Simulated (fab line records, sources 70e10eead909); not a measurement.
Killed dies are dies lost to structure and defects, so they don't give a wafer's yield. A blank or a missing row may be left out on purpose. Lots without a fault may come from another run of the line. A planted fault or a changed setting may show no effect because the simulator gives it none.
Chamber matching | flow nand_harc | NHARC_P_STI_CMP_21 on cmp-02: 4 sister chambers
The step polishes, t overpolish 20 s, target thk 380.67 nm. 4 wafers are shown with their chamber, then 11 later ones without.

WAFERS WITH THEIR CHAMBER
wafer  | chamber | motor_current_A (A)
L084.6 | 2       | 10.0
L086.3 | 1       | 11.8
L086.4 | 0       | 11.2
L088.1 | 3       | 11.3

WAFERS WITHOUT THEIR CHAMBER
wafer  | motor_current_A (A)
L088.2 | 11.0
L088.6 | 11.0
L090.1 | 11.4
L090.3 | 11.9
L090.6 | 12.0
L094.1 | 11.5
L094.4 | 11.0
L094.6 | 12.4
L097.1 | 11.6
L097.2 | 11.6
L097.6 | 11.4

WHICH CHAMBER EACH WENT THROUGH
wafer  | from the rows above          | in truth
L088.2 | can't be placed: 0 or 3      | 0
L088.6 | can't be placed: 0 or 3      | 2
L090.1 | can't be placed: 3 or 0 or 1 | 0
L090.3 | 1                            | 1
L090.6 | 1                            | 1
L094.1 | can't be placed: 3 or 0 or 1 | 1
L094.4 | can't be placed: 0 or 3      | 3
L094.6 | 1                            | 1
L097.1 | can't be placed: 1 or 3 or 0 | 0
L097.2 | can't be placed: 1 or 3 or 0 | 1
L097.6 | can't be placed: 3 or 0 or 1 | 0
Placed correctly: 3 of 11. Can't be placed from these rows: 8 (the true chamber is among the candidates in 7). Placed wrongly: 0.
How it was worked out, from the rows above alone: a wafer's distance from a chamber is the root of the sum, over the readings, of the square of ((its reading less the chamber's mean) divided by the reading's scatter). The wafer belongs to the nearest chamber; if the next one is less than 2 further off, it can't be placed. A chamber's mean is the mean of its shown wafers. The scatter: with one shown wafer a chamber, the root of the mean of the squares of how far each hidden wafer lies from its nearest shown one.
